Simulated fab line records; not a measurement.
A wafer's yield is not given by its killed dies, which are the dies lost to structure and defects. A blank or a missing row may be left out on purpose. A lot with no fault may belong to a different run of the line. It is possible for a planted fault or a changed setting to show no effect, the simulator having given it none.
Matching of chambers | flow n5_finfet | N5_GATE_CUT_ETCH_36 on rie_diel-01 has 4 sister chambers
The step etches SiARC in CF4, target depth 13 nm, time 21.7 s. 4 wafers are shown with their chamber, then 11 later ones without.

## WAFERS PAIRED WITH THEIR CHAMBERS
wafer  | chamber | showerhead_plenum_p_Torr (Torr)
L074.2 | 3       | 2.17
L083.5 | 1       | 2.17
L084.5 | 0       | 2.25
L087.1 | 2       | 2.10

## WAFERS WHOSE CHAMBER IS MISSING
wafer  | showerhead_plenum_p_Torr (Torr)
L087.3 | 2.17
L087.6 | 2.17
L090.2 | 2.16
L090.5 | 2.17
L090.6 | 2.09
L094.2 | 2.25
L094.3 | 2.17
L094.5 | 2.17
L097.1 | 2.16
L097.3 | 2.09
L097.4 | 2.24

## WHICH CHAMBER EACH ONE RAN IN
wafer  | from the rows above     | in truth
L087.3 | can't be placed: 1 or 3 | 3
L087.6 | can't be placed: 1 or 3 | 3
L090.2 | can't be placed: 1 or 3 | 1
L090.5 | can't be placed: 1 or 3 | 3
L090.6 | 2                       | 2
L094.2 | 0                       | 0
L094.3 | can't be placed: 1 or 3 | 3
L094.5 | can't be placed: 1 or 3 | 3
L097.1 | can't be placed: 1 or 3 | 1
L097.3 | 2                       | 2
L097.4 | 0                       | 0
Correct placement for 4 of the 11. Cannot be placed on the basis of these rows: 7; the candidates contain the true chamber in 7. Number placed wrongly: 0.
How it was worked out, from the rows above alone: a wafer's distance from a chamber is the root of the sum, over the readings, of the square of ((its reading less the chamber's mean) divided by the reading's scatter). If the next closest chamber is less than 2 further off than the closest, the wafer can't be placed; otherwise it belongs to the closest. The mean given for a chamber averages the wafers shown for that chamber. The scatter: root of mean squared gap, hidden wafer to nearest shown wafer, with one shown wafer a chamber.
